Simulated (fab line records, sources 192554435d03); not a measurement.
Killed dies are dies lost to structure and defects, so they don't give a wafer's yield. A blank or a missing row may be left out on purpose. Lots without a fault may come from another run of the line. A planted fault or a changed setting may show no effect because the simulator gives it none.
Split-lot experiment | flow n5_finfet | 7 lots, 21 wafers read, on a route of 1938 steps

THE SPLIT
At N5_BEOL_M11_COAT_22 (resist thk 90 nm), the setting spin_rpm was moved away from the recipe's 1500 rpm on 6 of the 21 wafers read, by -9.5% to +6.7%. The other wafers ran this setting at the recipe's value.

The reading is taken at the split's own step.

THE READING
CAR-ArF_of_BEOL_M11_COAT_22.thk_nm (the simulator's own value, which no gauge read), in nm, at N5_BEOL_M11_COAT_22 (resist thk 90 nm). The file gives no usual value for it. The 15 wafers here that ran the recipe average 90.0 nm, standard deviation 0.32 nm.

wafer  | tool, chamber at the split | spin_rpm as run, rpm | against the recipe | CAR-ArF_of_BEOL_M11_COAT_22.thk_nm, nm | against lot-mates on the recipe
L076.3 | litho_track-03, 0          | 1379                 | -8.1%              | 93.6                                   | +3.8
L076.6 | litho_track-03, 0          | 1379                 | -8.1%              | 93.6                                   | +3.8
L076.4 | litho_track-03, 0          | 1500                 | recipe             | 89.8                                   | -
L077.1 | litho_track-03, 0          | 1500                 | recipe             | 90.2                                   | -
L077.2 | litho_track-03, 0          | 1500                 | recipe             | 89.8                                   | -
L077.6 | litho_track-03, 0          | 1500                 | recipe             | 90                                     | -
L080.1 | litho_track-04, 0          | 1357                 | -9.5%              | 94.8                                   | +4.6
L080.4 | litho_track-04, 0          | 1500                 | recipe             | 90.4                                   | -
L080.5 | litho_track-04, 0          | 1500                 | recipe             | 90                                     | -
L079.2 | litho_track-02, 0          | 1500                 | recipe             | 89.8                                   | -
L079.4 | litho_track-02, 0          | 1500                 | recipe             | 89.8                                   | -
L079.6 | litho_track-02, 0          | 1500                 | recipe             | 89.6                                   | -
L081.2 | litho_track-04, 0          | 1500                 | recipe             | 89.8                                   | -
L081.3 | litho_track-04, 0          | 1361                 | -9.3%              | 93.6                                   | +3.8
L081.6 | litho_track-04, 0          | 1361                 | -9.3%              | 93.8                                   | +4.0
L084.2 | litho_track-02, 0          | 1500                 | recipe             | 90.6                                   | -
L084.4 | litho_track-02, 0          | 1500                 | recipe             | 90.6                                   | -
L084.6 | litho_track-02, 0          | 1500                 | recipe             | 90.4                                   | -
L085.1 | litho_track-02, 0          | 1500                 | recipe             | 89.8                                   | -
L085.3 | litho_track-02, 0          | 1500                 | recipe             | 89.8                                   | -
L085.6 | litho_track-02, 0          | 1601                 | +6.7%              | 87.2                                   | -2.6

THE FIT
A straight line over all 21 wafers: CAR-ArF_of_BEOL_M11_COAT_22.thk_nm changes by -0.433 nm for each +1% of spin_rpm; r = -0.98; the points scatter about the line by 0.34 nm.
The same after taking each lot's own level away (the mean of its wafers on the recipe; 21 wafers): -0.441 nm for each +1%; r = -1.00; scatter 0.19 nm.
On that fit, the largest move of spin_rpm shifts the reading by 4.2 nm.
The lots' own levels span 89.73 to 90.53 nm, that is 2.5 times the standard deviation above.
So the lot-to-lot level changes the slope little: the two slopes agree.
Check: with one of the wafers moved furthest among these (-9.5%) left out of the fit, the line predicts +4.16 nm for it against its lot-mates. It came out at +4.6 nm against them.

OTHER SPLITS ON THESE WAFERS
These wafers also went through other splits before the reading. Each is held against what the fit with the lots' levels taken away leaves over:
other split on the same wafers | wafers away from the commonest value | r with CAR-ArF_of_BEOL_M11_COAT_22.thk_nm (lot level and that fit taken away)
N5_BEOL_M9_ETCH_66 time_s      | 4                                    | +0.01
N5_BEOL_M10_ILD_DEP_00 time_s  | 4                                    | +0.21
N5_BEOL_M10_PECVD_70 temp_c    | 7                                    | -0.12
N5_BEOL_M11_ETCH_62 time_s     | 9                                    | -0.14

THE FILE'S OWN FIT
CAR-ArF_of_BEOL_M11_COAT_22.thk_nm changes by -0.446 nm for each +1% of spin_rpm, r = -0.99.
